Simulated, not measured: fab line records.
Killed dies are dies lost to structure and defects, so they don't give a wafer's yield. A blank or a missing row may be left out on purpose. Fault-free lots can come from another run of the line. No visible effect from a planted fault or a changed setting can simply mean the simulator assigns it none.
Which tool was responsible? + flow nand-harc + 7 lots, 21 wafers sampled, at 2 steps of a route of 1302

WHAT THE GAUGES READ, wafer by wafer
NHARC_A_BONDPAD_THK_MEAS_30: measures by ellipsometry.
| lot  | measured     | on            | thk-nm (nm)       |
|------|--------------|---------------|-------------------|
| L345 | day 24 08:43 | film-metro-02 | 201.9 198.5 199.9 |
| L347 | day 25 05:54 | film-metro-01 | 199.0 198.2 199.1 |
| L349 | day 26 12:03 | film-metro-02 | 197.8 198.3 199.6 |
| L351 | day 28 02:25 | film-metro-02 | 200.1 200.6 197.6 |
| L353 | day 28 05:09 | film-metro-01 | 199.1 200.1 200.0 |
| L360 | day 31 06:32 | film-metro-02 | 199.7 198.0 198.4 |
| L364 | day 32 19:51 | film-metro-02 | 196.7 196.9 200.1 |

WHICH TOOL RAN EACH LOT (tool, then ch and the chambers of the sampled wafers, then the start)
| lot  | NHARC_A_CHANNEL_FILL_D1_STRIP_28   |
|------|------------------------------------|
| L345 | rie-diel-09 ch 1,2,3, day 11 14:26 |
| L347 | rie-diel-09 ch 2,3, day 12 09:32   |
| L349 | rie-diel-12 ch 0,2,3, day 13 05:09 |
| L351 | rie-diel-09 ch 0,1,2, day 14 06:26 |
| L353 | rie-diel-12 ch 1,2, day 14 18:59   |
| L360 | rie-diel-13 ch 0,2,3, day 18 00:22 |
| L364 | rie-diel-09 ch 0,2,3, day 19 19:41 |
- NHARC_A_CHANNEL_FILL_D1_STRIP_28: strips in O2, time 20 s.

THE ANSWER, worked out from the rows above alone
Rule: usual is defined by the lots themselves. The widest of any qualifying gaps counts: lots, ordered by their means at a reading, are off when they make up no more than a third of the lots, leave a main group of 4 or more, and stand apart from it by 3 or more times the standard deviation of that group's means. A main group is skipped when, at the precision printed for the reading in the tables above, its means are all equal. A lot without any number at a reading at which 4 lots or more have one is off too. The other lots that the step has rows for count as sound.
Across all readings shown, no lot is off: no conclusion can be drawn from this.

WHAT THE SIMULATOR HAD INSERTED
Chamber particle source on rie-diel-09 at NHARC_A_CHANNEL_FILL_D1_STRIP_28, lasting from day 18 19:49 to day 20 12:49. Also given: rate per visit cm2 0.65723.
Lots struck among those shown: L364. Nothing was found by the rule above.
